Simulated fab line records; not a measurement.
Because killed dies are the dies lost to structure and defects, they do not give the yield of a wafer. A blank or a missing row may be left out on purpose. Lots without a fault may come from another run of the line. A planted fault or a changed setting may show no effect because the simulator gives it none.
fab line records + flow n5-finfet + part 2 of 2: steps 24 to 32 of 32
record
- lots=5
- wafers=15
- last-day=16
route steps=1938 shown BEOL_M1@811 BEOL_M2@841
lots untouched by any fault: they come from a run of this same line in which no faults occurred
start-h: hours from the record's opening day to when the first of the lot's shown wafers began + wait-h: hours from the lot's prior step to this one + " identical to the entry in the row above + L1.1+2: several wafers, shown together as one row + - no value present, or no start provided + * or withheld: withheld + < > ~ a bound
route shown NAME@n: NAME is a module with steps in the file, n the number in the route of the first one + usual: mean/standard deviation taken from wafers without a fault + same: alike in all rows + chamber/n: place in a boat + sites: per-site readings + _std_site: how widely they spread, as a standard deviation + _edge_site: outer sites' mean less inner sites' + radius-mm: for every site, how far away it sits from the centre of the wafer + mask NAME#n: copy n + behind: the tool/chamber that last shaped the wafer + hold: cause of the lot's hold/its duration in hours/its outcome + device: which transistor (n, p or np) failed to switch + end of line: tests run on the same wafers once the route is complete + step lacking rows: just its recipe + killed: the dies lost at the first sort to structure and to defects; this is not the yield of the wafer + map: a wafer's dies, marking killed ones x, the rest . and places with no die _
set.NAME: setting as actually run; set.NAME@STEP: the setting as run at that earlier step + model.NAME: the simulator's own value behind a step, which no gauge read
a table for each step, a row for each wafer; lots at some steps of the route
services: when a tool's chamber went out of use (start-h, in hours from the record's first day, below 0 if earlier), for how many hours, and the reason
## steps
# step N5_BEOL_M1_THK_MEAS_53
# recipe
- thk-meas-gauge=xrf
- reads=Cu_of_BEOL_M1_ECD_50
# usual
- M1_THK=39.8/1.3
| lot.wafer | tool          | chamber | start-h | wait-h | M1_THK[nm] |
|-----------|---------------|---------|---------|--------|------------|
| L076.1    | film-metro-02 | -       | 142.12  | -      | 40.8       |
| L076.3    | "             | -       | "       | "      | 41.4       |
| L076.6    | "             | -       | "       | "      | 41.9       |
| L077.1    | film-metro-01 | -       | 144.97  | -      | 37.6       |
| L077.3    | "             | -       | "       | "      | 38.5       |
| L077.6    | "             | -       | "       | "      | 39.8       |
| L080.2    | film-metro-02 | -       | 166.49  | -      | 39.5       |
| L080.5    | "             | -       | "       | "      | 41.4       |
| L080.6    | "             | -       | "       | "      | 40.4       |
| L081.3    | film-metro-01 | -       | 176.68  | -      | 39.1       |
| L081.4    | "             | -       | "       | "      | 40.8       |
| L081.6    | "             | -       | "       | "      | 40.2       |
| L089.1    | film-metro-01 | -       | 227.42  | -      | 38.3       |
| L089.2    | "             | -       | "       | "      | 39.5       |
| L089.4    | "             | -       | "       | "      | 39.9       |
# step N5_BEOL_M1_PRE_CLEAN_60
# recipe
- gas=NH3/H2
- time-s=15
- temp-c=*
- rf-power-w=300
# usual
- heater-power-w=81/5.4
| lot.wafer | tool      | chamber | start-h | wait-h | heater-power-w |
|-----------|-----------|---------|---------|--------|----------------|
| L076.1    | cvd-co-02 | 2       | 142.16  | 0.0    | 83             |
| L076.3    | "         | 0       | "       | "      | 73             |
| L076.6    | "         | 1       | "       | "      | 86             |
| L077.1    | cvd-co-01 | 0       | 145.10  | 0.1    | 75             |
| L077.3    | "         | 1       | "       | "      | 80             |
| L077.6    | "         | 0       | "       | "      | 74             |
| L080.2    | cvd-co-01 | 2       | 166.73  | 0.2    | 86             |
| L080.5    | "         | 0       | "       | "      | 77             |
| L080.6    | "         | 2       | "       | "      | 85             |
| L081.3    | cvd-co-01 | 0       | 176.75  | 0.1    | 74             |
| L081.4    | "         | 0       | "       | "      | 75             |
| L081.6    | "         | 0       | "       | "      | 75             |
| L089.1    | cvd-co-01 | 0       | 227.46  | 0.0    | 74             |
| L089.2    | "         | 2       | "       | "      | 86             |
| L089.4    | "         | 1       | "       | "      | 81             |
# step N5_BEOL_M1_CO_CAP_55
# recipe
- material=Co
- target-thk-a=20
- temp-c=200
- precursor=CCTBA/H2
- pressure-torr=30
- time-s=102.1
# usual
- chamber-pressure-Torr=29.99/0.066
- heater-power-w=230/7.3
| lot.wafer | tool      | chamber | start-h | wait-h | chamber-pressure-Torr | heater-power-w |
|-----------|-----------|---------|---------|--------|-----------------------|----------------|
| L076.1    | cvd-co-02 | 2       | 142.20  | 0.0    | 30.00                 | 232            |
| L076.3    | "         | 0       | "       | "      | 30.01                 | 224            |
| L076.6    | "         | 1       | "       | "      | 29.97                 | 236            |
| L077.1    | cvd-co-01 | 0       | 145.14  | 0.0    | 29.99                 | 223            |
| L077.3    | "         | 1       | "       | "      | 30.09                 | 227            |
| L077.6    | "         | 0       | "       | "      | 30.04                 | 221            |
| L080.2    | cvd-co-01 | 2       | 166.77  | 0.0    | 30.00                 | 229            |
| L080.5    | "         | 0       | "       | "      | 30.11                 | 221            |
| L080.6    | "         | 2       | "       | "      | 29.99                 | 237            |
| L081.3    | cvd-co-01 | 0       | 176.90  | 0.1    | 30.06                 | 223            |
| L081.4    | "         | 0       | "       | "      | 30.04                 | 222            |
| L081.6    | "         | 0       | "       | "      | 29.89                 | 227            |
| L089.1    | cvd-co-01 | 0       | 227.50  | 0.0    | 29.96                 | 225            |
| L089.2    | "         | 2       | "       | "      | 30.08                 | 235            |
| L089.4    | "         | 1       | "       | "      | 29.93                 | 234            |
# step N5_BEOL_M1_PRE_CLEAN_56
# recipe
- gas=NH3
- time-s=15
- temp-c=withheld
- rf-power-w=300
| lot.wafer  | tool     | chamber | start-h | wait-h |
|------------|----------|---------|---------|--------|
| L076.1+3+6 | pecvd-01 | 0,0,2   | 142.29  | 0.1    |
| L077.1+3+6 | pecvd-01 | 2,2,0   | 145.23  | 0.1    |
| L080.2+5+6 | pecvd-01 | 1,0,1   | 166.87  | 0.1    |
| L081.3+4+6 | pecvd-01 | 1,0,2   | 177.06  | 0.1    |
| L089.1+2+4 | pecvd-02 | 0,1,2   | 227.59  | 0.1    |
# step N5_BEOL_M1_DEP_57
# recipe
- material=SiCN
- target-thk-a=80
- temp-c=withheld
- precursor=3MS/NH3
- pressure-torr=3
- rf-w=202
- time-s=14
# usual
- chamber-pressure-Torr=2.999/0.0066
- showerhead-plenum-p-Torr=3.652/0.021
- throttle-valve-pct=9.3/0.62
| lot.wafer | tool     | chamber | start-h | wait-h | chamber-pressure-Torr | showerhead-plenum-p-Torr | throttle-valve-pct |
|-----------|----------|---------|---------|--------|-----------------------|--------------------------|--------------------|
| L076.1    | pecvd-01 | 0       | 142.32  | 0.0    | 2.998                 | 3.629                    | 10.0               |
| L076.3    | "        | 0       | "       | "      | 3.000                 | 3.639                    | 10.2               |
| L076.6    | "        | 2       | "       | "      | 3.003                 | 3.634                    | 8.8                |
| L077.1    | pecvd-01 | 2       | 145.26  | 0.0    | 2.999                 | 3.637                    | 8.8                |
| L077.3    | "        | 2       | "       | "      | 3.001                 | 3.632                    | 8.8                |
| L077.6    | "        | 0       | "       | "      | 3.003                 | 3.636                    | 10.3               |
| L080.2    | pecvd-01 | 1       | 166.89  | 0.0    | 2.995                 | 3.660                    | 9.9                |
| L080.5    | "        | 0       | "       | "      | 2.993                 | 3.639                    | 10.2               |
| L080.6    | "        | 1       | "       | "      | 2.990                 | 3.662                    | 9.9                |
| L081.3    | pecvd-01 | 1       | 177.09  | 0.0    | 2.996                 | 3.658                    | 9.8                |
| L081.4    | "        | 0       | "       | "      | 2.999                 | 3.643                    | 10.0               |
| L081.6    | "        | 2       | "       | "      | 2.993                 | 3.641                    | 8.9                |
| L089.1    | pecvd-02 | 0       | 227.62  | 0.0    | 3.005                 | 3.680                    | 8.7                |
| L089.2    | "        | 1       | "       | "      | 3.001                 | 3.651                    | 8.9                |
| L089.4    | "        | 2       | "       | "      | 3.011                 | 3.663                    | 9.0                |
# step N5_BEOL_M1_RS_MEAS_58
# recipe
- thk-meas-gauge=four-point-probe
- reads=Co_of_BEOL_M1_CO_CAP_55+Cu_of_BEOL_M1_ECD_50+Co_of_BEOL_M1_CVD_47+TaN_of_BEOL_M1_ALD_84
# usual
- M1_RS=0.675/0.028
| lot.wafer | tool          | chamber | start-h | wait-h | M1_RS[ohm/sq] |
|-----------|---------------|---------|---------|--------|---------------|
| L076.1    | film-metro-02 | -       | 142.41  | 0.1    | 0.659         |
| L076.3    | "             | -       | "       | "      | 0.643         |
| L076.6    | "             | -       | "       | "      | 0.629         |
| L077.1    | film-metro-02 | -       | 145.35  | 0.1    | 0.736         |
| L077.3    | "             | -       | "       | "      | 0.714         |
| L077.6    | "             | -       | "       | "      | 0.688         |
| L080.2    | film-metro-02 | -       | 166.96  | 0.1    | 0.676         |
| L080.5    | "             | -       | "       | "      | 0.641         |
| L080.6    | "             | -       | "       | "      | 0.662         |
| L081.3    | film-metro-01 | -       | 177.16  | 0.1    | 0.685         |
| L081.4    | "             | -       | "       | "      | 0.651         |
| L081.6    | "             | -       | "       | "      | 0.659         |
| L089.1    | film-metro-02 | -       | 227.69  | 0.0    | 0.706         |
| L089.2    | "             | -       | "       | "      | 0.683         |
| L089.4    | "             | -       | "       | "      | 0.673         |
# step N5_BEOL_M1_INSPECT_59
# recipe
- inspect-instrument=darkfield
- mode=post-dep
# usual
- raw-defect-count=70/23
| lot.wafer | tool              | chamber | start-h | wait-h | raw-defect-count |
|-----------|-------------------|---------|---------|--------|------------------|
| L076.1    | defect-inspect-01 | -       | 142.44  | 0.0    | 61               |
| L076.3    | "                 | -       | "       | "      | 60               |
| L076.6    | "                 | -       | "       | "      | 55               |
| L077.1    | defect-inspect-01 | -       | 145.37  | 0.0    | 76               |
| L077.3    | "                 | -       | "       | "      | 71               |
| L077.6    | "                 | -       | "       | "      | 62               |
| L080.2    | defect-inspect-02 | -       | 166.98  | 0.0    | 75               |
| L080.5    | "                 | -       | "       | "      | 59               |
| L080.6    | "                 | -       | "       | "      | 48               |
| L081.3    | defect-inspect-01 | -       | 177.18  | 0.0    | 103              |
| L081.4    | "                 | -       | "       | "      | 66               |
| L081.6    | "                 | -       | "       | "      | 45               |
| L089.1    | defect-inspect-02 | -       | 227.71  | 0.0    | 63               |
| L089.2    | "                 | -       | "       | "      | 59               |
| L089.4    | "                 | -       | "       | "      | 70               |
# step N5_BEOL_M2_ILD_DEP_00
# recipe
- material=SiOC
- target-thk-a=790
- temp-c=350
- precursor=DEMS/O2
- pressure-torr=5
- rf-w=500
- time-s=15.3
# usual
- chamber-pressure-Torr=4.999/0.012
- heater-power-w=444/65
- showerhead-plenum-p-Torr=5.691/0.021
- throttle-valve-pct=11.8/0.65
| lot.wafer | tool     | chamber | start-h | wait-h | chamber-pressure-Torr | heater-power-w | showerhead-plenum-p-Torr | throttle-valve-pct |
|-----------|----------|---------|---------|--------|-----------------------|----------------|--------------------------|--------------------|
| L076.1    | pecvd-04 | 2       | 142.47  | 0.0    | 4.980                 | 374            | 5.704                    | 11.1               |
| L076.3    | "        | 1       | "       | "      | 5.000                 | 446            | 5.666                    | 11.4               |
| L076.6    | "        | 1       | "       | "      | 5.004                 | 443            | 5.681                    | 11.2               |
| L077.1    | pecvd-03 | 0       | 145.41  | 0.0    | 5.012                 | 523            | 5.637                    | 11.6               |
| L077.3    | "        | 1       | "       | "      | 5.011                 | 443            | 5.702                    | 12.3               |
| L077.6    | "        | 2       | "       | "      | 5.019                 | 458            | 5.713                    | 10.9               |
| L080.2    | pecvd-03 | 0       | 167.02  | 0.0    | 4.982                 | 525            | 5.669                    | 11.5               |
| L080.5    | "        | 2       | "       | "      | 5.005                 | 495            | 5.710                    | 11.0               |
| L080.6    | "        | 1       | "       | "      | 5.003                 | 483            | 5.699                    | 12.5               |
| L081.3    | pecvd-02 | 2       | 177.22  | 0.0    | 5.012                 | 377            | 5.700                    | 12.2               |
| L081.4    | "        | 2       | "       | "      | 4.997                 | 378            | 5.687                    | 11.9               |
| L081.6    | "        | 0       | "       | "      | 5.015                 | 461            | 5.697                    | 11.8               |
| L089.1    | pecvd-04 | 1       | 227.75  | 0.0    | 4.994                 | 464            | 5.651                    | 11.2               |
| L089.2    | "        | 0       | "       | "      | 4.989                 | 390            | 5.686                    | 13.1               |
| L089.4    | "        | 2       | "       | "      | 5.007                 | 416            | 5.701                    | 11.2               |
# step N5_BEOL_M2_THK_MEAS_01
# recipe
- reads=SiOC_of_BEOL_M2_ILD_DEP_00
# usual
- M2_ILD_THK=78.8/1.1
| lot.wafer | tool          | chamber | start-h | wait-h | M2_ILD_THK[nm] |
|-----------|---------------|---------|---------|--------|----------------|
| L076.1    | film-metro-01 | -       | 142.54  | 0.0    | 77.3           |
| L076.3    | "             | -       | "       | "      | 77.5           |
| L076.6    | "             | -       | "       | "      | 78.0           |
| L077.1    | film-metro-02 | -       | 145.48  | 0.0    | 78.2           |
| L077.3    | "             | -       | "       | "      | 77.6           |
| L077.6    | "             | -       | "       | "      | 78.5           |
| L080.2    | film-metro-02 | -       | 167.09  | 0.1    | 77.8           |
| L080.5    | "             | -       | "       | "      | 79.1           |
| L080.6    | "             | -       | "       | "      | 79.9           |
| L081.3    | film-metro-02 | -       | 177.29  | 0.1    | 79.2           |
| L081.4    | "             | -       | "       | "      | 80.4           |
| L081.6    | "             | -       | "       | "      | 79.5           |
| L089.1    | film-metro-02 | -       | 227.82  | 0.0    | 78.1           |
| L089.2    | "             | -       | "       | "      | 78.7           |
| L089.4    | "             | -       | "       | "      | 79.7           |
## services
| tool           | chamber | start-h | hours | kind   |
|----------------|---------|---------|-------|--------|
| ald-metal-04   | 3       | 119.15  | 3.5   | repair |
| cmp-03         | -       | 125.10  | 0.6   | repair |
| ecd-cu-02      | -       | 140.71  | 0.5   | repair |
| cmp-03         | -       | 143.16  | 0.8   | repair |
| cvd-co-02      | -       | 144.26  | 3.0   | repair |
| ald-metal-02   | -       | 144.38  | 0.7   | repair |
| cmp-01         | -       | 144.48  | 7.2   | repair |
| cvd-co-01      | -       | 147.27  | 6.0   | pm     |
| ald-metal-03   | 2       | 153.72  | 2.4   | repair |
| ald-metal-02   | 2       | 156.52  | 9.5   | repair |
| cvd-co-01      | 2       | 167.15  | 10.9  | repair |
| cvd-co-01      | 1       | 167.27  | 34.5  | repair |
| pvd-sputter-02 | -       | 174.26  | 5.0   | repair |
| pecvd-03       | 1       | 175.64  | 10.2  | repair |
| cvd-co-02      | -       | 178.10  | 0.3   | repair |
| ald-metal-04   | 2       | 180.31  | 24.7  | repair |
| cmp-01         | -       | 181.22  | 2.8   | repair |
| pecvd-02       | -       | 181.53  | 0.9   | repair |
| pecvd-01       | -       | 189.49  | 2.2   | repair |
| cvd-co-01      | -       | 202.00  | 3.4   | repair |
| cmp-01         | -       | 215.29  | 4.0   | pm     |
| ecd-cu-02      | -       | 216.81  | 1.1   | repair |
| pecvd-01       | 0       | 217.93  | 1.7   | repair |
| cmp-01         | -       | 221.98  | 3.3   | repair |
